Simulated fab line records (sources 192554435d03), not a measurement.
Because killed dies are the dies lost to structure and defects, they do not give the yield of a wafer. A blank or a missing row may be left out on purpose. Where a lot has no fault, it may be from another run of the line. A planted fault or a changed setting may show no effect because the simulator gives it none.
Which tool was responsible? / flow n5_finfet / 13 lots, 35 wafers sampled, at 4 steps of a route of 1938

## WHAT THE GAUGES SHOWED, per wafer
N5_BEOL_M5_OVL_MEAS_12.
lot=L724; measured=day 9 15:08; on=overlay-01; M5_OVL (nm)=-0.3 -0.8 -0.9
lot=L725; measured=day 9 15:49; on=overlay-02; M5_OVL (nm)=0.1 0.0 0.3
lot=L728; measured=day 9 19:33; on=overlay-01; M5_OVL (nm)=-0.2 0.1
lot=L726; measured=day 9 19:46; on=overlay-02; M5_OVL (nm)=-0.1 -0.7 -0.5
lot=L729; measured=day 10 01:02; on=overlay-01; M5_OVL (nm)=0.4 0.4
lot=L731; measured=day 10 05:25; on=overlay-02; M5_OVL (nm)=-0.2 -0.6
lot=L732; measured=day 11 10:47; on=overlay-02; M5_OVL (nm)=-0.5 -0.4 -0.2
lot=L733; measured=day 11 11:11; on=overlay-01; M5_OVL (nm)=0.3 0.6 1.0
lot=L734; measured=day 11 13:37; on=overlay-02; M5_OVL (nm)=-0.3 -0.3 -0.5
lot=L743; measured=day 13 21:16; on=overlay-01; M5_OVL (nm)=0.5 -0.1
lot=L744; measured=day 13 23:10; on=overlay-01; M5_OVL (nm)=0.4 0.5 1.3
lot=L746; measured=day 14 14:01; on=overlay-02; M5_OVL (nm)=0.9 0.8 0.5
lot=L745; measured=day 14 14:35; on=overlay-02; M5_OVL (nm)=-0.8 -0.7 0.5

## TOOL THAT RAN EACH LOT (tool first, then ch and the chambers of the sampled wafers, then the start)
lot=L724; N5_BEOL_M4_PRE_CLEAN_60=cvd_co-02 ch 0,1,2, day 9 12:00; N5_BEOL_M5_PECVD_70=pecvd-02 ch 1,2, day 9 13:50; N5_BEOL_M5_COAT_71=litho_track-01 ch 0, day 9 14:42
lot=L725; N5_BEOL_M4_PRE_CLEAN_60=cvd_co-02 ch 0,1,2, day 9 13:04; N5_BEOL_M5_PECVD_70=pecvd-03 ch 0,1, day 9 14:55; N5_BEOL_M5_COAT_71=litho_track-01 ch 0, day 9 15:24
lot=L728; N5_BEOL_M4_PRE_CLEAN_60=cvd_co-01 ch 1,2, day 9 14:24; N5_BEOL_M5_PECVD_70=pecvd-01 ch 1, day 9 16:17; N5_BEOL_M5_COAT_71=litho_track-03 ch 0, day 9 19:16
lot=L726; N5_BEOL_M4_PRE_CLEAN_60=cvd_co-02 ch 1,2, day 9 14:56; N5_BEOL_M5_PECVD_70=pecvd-02 ch 1,2, day 9 16:47; N5_BEOL_M5_COAT_71=litho_track-01 ch 0, day 9 19:22
lot=L729; N5_BEOL_M4_PRE_CLEAN_60=cvd_co-01 ch 0,1, day 9 19:53; N5_BEOL_M5_PECVD_70=pecvd-01 ch 1, day 9 21:47; N5_BEOL_M5_COAT_71=litho_track-05 ch 0, day 10 00:36
lot=L731; N5_BEOL_M4_PRE_CLEAN_60=cvd_co-01 ch 0,2, day 10 01:08; N5_BEOL_M5_PECVD_70=pecvd-03 ch 1,2, day 10 02:59; N5_BEOL_M5_COAT_71=litho_track-01 ch 0, day 10 04:59
lot=L732; N5_BEOL_M4_PRE_CLEAN_60=cvd_co-02 ch 0,2, day 11 07:44; N5_BEOL_M5_PECVD_70=pecvd-02 ch 0,1, day 11 09:35; N5_BEOL_M5_COAT_71=litho_track-05 ch 0, day 11 10:29
lot=L733; N5_BEOL_M4_PRE_CLEAN_60=cvd_co-02 ch 0,2, day 11 08:17; N5_BEOL_M5_PECVD_70=pecvd-02 ch 0,1, day 11 10:32; N5_BEOL_M5_COAT_71=litho_track-01 ch 0, day 11 10:54
lot=L734; N5_BEOL_M4_PRE_CLEAN_60=cvd_co-01 ch 1,2, day 11 08:37; N5_BEOL_M5_PECVD_70=pecvd-02 ch 0,1,2, day 11 11:37; N5_BEOL_M5_COAT_71=litho_track-01 ch 0, day 11 13:19
lot=L743; N5_BEOL_M4_PRE_CLEAN_60=cvd_co-01 ch 0,2, day 13 16:54; N5_BEOL_M5_PECVD_70=pecvd-02 ch 1, day 13 18:48; N5_BEOL_M5_COAT_71=litho_track-03 ch 0, day 13 20:50
lot=L744; N5_BEOL_M4_PRE_CLEAN_60=cvd_co-02 ch 0,1,2, day 13 20:08; N5_BEOL_M5_PECVD_70=pecvd-01 ch 0,1,2, day 13 22:28; N5_BEOL_M5_COAT_71=litho_track-05 ch 0, day 13 22:51
lot=L746; N5_BEOL_M4_PRE_CLEAN_60=cvd_co-02 ch 1,2, day 14 09:31; N5_BEOL_M5_PECVD_70=pecvd-01 ch 0,2, day 14 11:22; N5_BEOL_M5_COAT_71=litho_track-03 ch 0, day 14 13:44
lot=L745; N5_BEOL_M4_PRE_CLEAN_60=cvd_co-01 ch 1,2, day 14 09:44; N5_BEOL_M5_PECVD_70=pecvd-02 ch 0,1, day 14 12:01; N5_BEOL_M5_COAT_71=litho_track-01 ch 0, day 14 14:11
- N5_BEOL_M4_PRE_CLEAN_60: time 15 s.
- N5_BEOL_M5_PECVD_70: deposits SiO2 from TEOS/O2, target thk 16 nm, time 18 s.
- N5_BEOL_M5_COAT_71: time 60 s, resist thk 5 nm.

## AS READ BY THE TOOLS THEMSELVES (means over the sampled wafers that have a number; for cases with no such wafer, the mark the record gives instead)
N5_BEOL_M4_PRE_CLEAN_60.
lot=L724; tool=cvd_co-02; heater_power_w (W)=83
lot=L725; tool=cvd_co-02; heater_power_w (W)=82
lot=L728; tool=cvd_co-01; heater_power_w (W)=80
lot=L726; tool=cvd_co-02; heater_power_w (W)=87
lot=L729; tool=cvd_co-01; heater_power_w (W)=90
lot=L731; tool=cvd_co-01; heater_power_w (W)=84
lot=L732; tool=cvd_co-02; heater_power_w (W)=81
lot=L733; tool=cvd_co-02; heater_power_w (W)=80
lot=L734; tool=cvd_co-01; heater_power_w (W)=81
lot=L743; tool=cvd_co-01; heater_power_w (W)=84
lot=L744; tool=cvd_co-02; heater_power_w (W)=84
lot=L746; tool=cvd_co-02; heater_power_w (W)=86
lot=L745; tool=cvd_co-01; heater_power_w (W)=82

N5_BEOL_M5_PECVD_70.
lot=L724; tool=pecvd-02; heater_power_w (W)=748; showerhead_plenum_p_Torr (Torr)=8.78; throttle_valve_pct (%)=22.5
lot=L725; tool=pecvd-03; heater_power_w (W)=710; showerhead_plenum_p_Torr (Torr)=8.77; throttle_valve_pct (%)=22.8
lot=L728; tool=pecvd-01; heater_power_w (W)=558; showerhead_plenum_p_Torr (Torr)=8.75; throttle_valve_pct (%)=23.3
lot=L726; tool=pecvd-02; heater_power_w (W)=653; showerhead_plenum_p_Torr (Torr)=8.81; throttle_valve_pct (%)=22.0
lot=L729; tool=pecvd-01; heater_power_w (W)=640; showerhead_plenum_p_Torr (Torr)=8.75; throttle_valve_pct (%)=23.5
lot=L731; tool=pecvd-03; heater_power_w (W)=713; showerhead_plenum_p_Torr (Torr)=8.82; throttle_valve_pct (%)=22.1
lot=L732; tool=pecvd-02; heater_power_w (W)=642; showerhead_plenum_p_Torr (Torr)=8.78; throttle_valve_pct (%)=22.4
lot=L733; tool=pecvd-02; heater_power_w (W)=722; showerhead_plenum_p_Torr (Torr)=8.77; throttle_valve_pct (%)=22.7
lot=L734; tool=pecvd-02; heater_power_w (W)=674; showerhead_plenum_p_Torr (Torr)=8.80; throttle_valve_pct (%)=22.3
lot=L743; tool=pecvd-02; heater_power_w (W)=798; showerhead_plenum_p_Torr (Torr)=8.75; throttle_valve_pct (%)=22.8
lot=L744; tool=pecvd-01; heater_power_w (W)=621; showerhead_plenum_p_Torr (Torr)=8.70; throttle_valve_pct (%)=22.3
lot=L746; tool=pecvd-01; heater_power_w (W)=684; showerhead_plenum_p_Torr (Torr)=8.69; throttle_valve_pct (%)=21.8
lot=L745; tool=pecvd-02; heater_power_w (W)=755; showerhead_plenum_p_Torr (Torr)=8.76; throttle_valve_pct (%)=22.7

N5_BEOL_M5_COAT_71.
lot=L724; tool=litho_track-01; spin_speed_rpm (rpm)=1500.5
lot=L725; tool=litho_track-01; spin_speed_rpm (rpm)=1499.4
lot=L728; tool=litho_track-03; spin_speed_rpm (rpm)=1499.8
lot=L726; tool=litho_track-01; spin_speed_rpm (rpm)=1499.9
lot=L729; tool=litho_track-05; spin_speed_rpm (rpm)=1499.8
lot=L731; tool=litho_track-01; spin_speed_rpm (rpm)=1499.8
lot=L732; tool=litho_track-05; spin_speed_rpm (rpm)=1499.7
lot=L733; tool=litho_track-01; spin_speed_rpm (rpm)=1544.5
lot=L734; tool=litho_track-01; spin_speed_rpm (rpm)=1545.1
lot=L743; tool=litho_track-03; spin_speed_rpm (rpm)=1500.3
lot=L744; tool=litho_track-05; spin_speed_rpm (rpm)=1499.1
lot=L746; tool=litho_track-03; spin_speed_rpm (rpm)=1500.2
lot=L745; tool=litho_track-01; spin_speed_rpm (rpm)=1499.2

## THE ANSWER, worked out from the rows above alone
Rule: the usual values come from the lots themselves. Put in order of their means at a reading, lots are off if they are a third of the lots or fewer, leave a main group of 4 or more, and stand apart from it by a gap of 3 or more times the standard deviation of the main group's means; of several such gaps the widest counts. Not used: any main group whose means are identical at the precision the tables above print for the reading. Also off: a lot with no number at a reading for which 4 or more lots have one. Where the step has rows for the other lots, those lots are counted as sound. First the gauges in route order, then the tools' own readings, where a lot's mean is used as printed above. The first step at which some lot is off is used, and at that step the reading that is off furthest; a lot without a number counts as furthest.
Off at N5_BEOL_M5_COAT_71 (spin_speed_rpm): L733, L734. The main group has a mean of 1499.8 rpm with a standard deviation of 0.42.
If a tool, at that step or one of the process steps before it, ran each lot that is off and ran no sound lot following the first of them, it fits. None of those tried fits.

## WHAT WAS PUT IN BY THE SIMULATOR
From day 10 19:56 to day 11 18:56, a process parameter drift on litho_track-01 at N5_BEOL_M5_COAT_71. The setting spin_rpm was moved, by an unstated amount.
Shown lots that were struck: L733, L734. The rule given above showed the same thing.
